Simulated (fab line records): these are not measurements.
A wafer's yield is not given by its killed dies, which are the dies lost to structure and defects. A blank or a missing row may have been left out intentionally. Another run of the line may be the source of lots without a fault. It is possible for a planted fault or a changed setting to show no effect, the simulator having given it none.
Split-lot study	flow n5Finfet	on a route of 1938 steps: 7 lots, 21 wafers read

## ON THE SPLIT
At N5_MOL_CONTACT_COAG_COAT_78 (resist thk 40 nm), the setting spinRpm was moved away from the recipe's 1500 rpm on 6 of the 21 wafers read, by -8.7% to +9.5%. This setting was run at the recipe's value on the other wafers.

## FROM THE SPLIT TO THE READING: what the file shows between them, 4 steps
- N5_MOL_CONTACT_COAG_EBR_80
- N5_MOL_CONTACT_COAG_SOFTBAKE_79: time 60 s
- N5_MOL_CONTACT_COAG_EXPOSE_81: exposes mask VG, defocus 0 nm
- N5_MOL_CONTACT_COAG_PEB_82: peb time 60 s

## THE READING
CAR-EUV_of_MOL_CONTACT_COAG_COAT_78.thkNm (the simulator's own value, which no gauge read), in nm, at N5_MOL_CONTACT_COAG_DEVELOP_83 (develop time 30 s). No usual value for it is given in the file. Across the 15 wafers here that went through the recipe, the average is 39.6 nm and the standard deviation 0.12 nm.

wafer	tool, chamber at the split	spinRpm as run, rpm	against the recipe	CAR-EUV_of_MOL_CONTACT_COAG_COAT_78.thkNm, nm	against lot-mates on the recipe
L076.1	lithoTrack-02, 0	1500	recipe	39.4	-
L076.5	lithoTrack-02, 0	1500	recipe	39.6	-
L076.6	lithoTrack-02, 0	1576	+5.1%	38.6	-0.9
L077.2	lithoTrack-02, 0	1500	recipe	39.6	-
L077.4	lithoTrack-02, 0	1643	+9.5%	37.8	-1.8
L077.6	lithoTrack-02, 0	1643	+9.5%	37.8	-1.8
L079.2	lithoTrack-05, 0	1500	recipe	39.6	-
L079.3	lithoTrack-05, 0	1618	+7.9%	38	-1.4
L079.4	lithoTrack-05, 0	1500	recipe	39.2	-
L085.2	lithoTrack-01, 0	1500	recipe	39.6	-
L085.3	lithoTrack-01, 0	1500	recipe	39.6	-
L085.4	lithoTrack-01, 0	1500	recipe	39.6	-
L086.2	lithoTrack-05, 0	1500	recipe	39.6	-
L086.4	lithoTrack-05, 0	1500	recipe	39.6	-
L086.6	lithoTrack-05, 0	1500	recipe	39.6	-
L088.2	lithoTrack-02, 0	1370	-8.7%	41.2	+1.4
L088.5	lithoTrack-02, 0	1500	recipe	39.8	-
L088.6	lithoTrack-02, 0	1370	-8.7%	41.4	+1.6
L096.1	lithoTrack-02, 0	1500	recipe	39.6	-
L096.2	lithoTrack-02, 0	1500	recipe	39.6	-
L096.4	lithoTrack-02, 0	1500	recipe	39.6	-

THE FIT
A straight line over all 21 wafers: CAR-EUV_of_MOL_CONTACT_COAG_COAT_78.thkNm changes by -0.194 nm for each +1% of spinRpm; r = -0.99; the points scatter about the line by 0.12 nm.
The same after taking each lot's own level away (the mean of its wafers on the recipe; 21 wafers): -0.18 nm for each +1%; r = -0.99; scatter 0.085 nm.
On that fit, the largest move of spinRpm shifts the reading by 1.7 nm.
The span of the lots' own levels, 39.40 to 39.80 nm, comes to 3.2 times the standard deviation stated above.
So the lot-to-lot level changes the slope little: the two slopes agree.
Check: -1.71 nm against its lot-mates is what the line predicts for one of the wafers moved furthest among these (+9.5%) when that wafer is left out of the fit. It came out at -1.8 nm against them.

## ADDITIONAL SPLITS CARRIED BY THESE WAFERS
Other splits were also applied to these wafers ahead of the reading. Each is held against what the fit with the lots' levels taken away leaves over:
other split on the same wafers	wafers away from the commonest value	r with CAR-EUV_of_MOL_CONTACT_COAG_COAT_78.thkNm (lot level and that fit taken away)
N5_HKMG_FIN_HK_ALD_01 aldCycles	8	-0.11
N5_HKMG_FIN_COAT_66 spinRpm	8	-0.07
N5_MOL_CONTACT_COAG_EXPOSE_05 doseMj	3	-0.11

## THE WHOLE CHAIN: every reading that the file lists as answering this split, in the file's order
step	what it does	reading	change (the file's fit)	r (the file's)
N5_MOL_CONTACT_COAG_COAT_78	resist thk 40 nm	CAR-EUV_of_MOL_CONTACT_COAG_COAT_78.thkNm (the simulator's own value, which no gauge read)	-0.186 nm for each +1% of the setting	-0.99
N5_MOL_CONTACT_COAG_DEVELOP_83	develop time 30 s	CAR-EUV_of_MOL_CONTACT_COAG_COAT_78.thkNm (the simulator's own value, which no gauge read)	-0.18 nm for each +1% of the setting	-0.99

## FILE'S OWN FIT
CAR-EUV_of_MOL_CONTACT_COAG_COAT_78.thkNm changes by -0.18 nm for each +1% of spinRpm, r = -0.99.
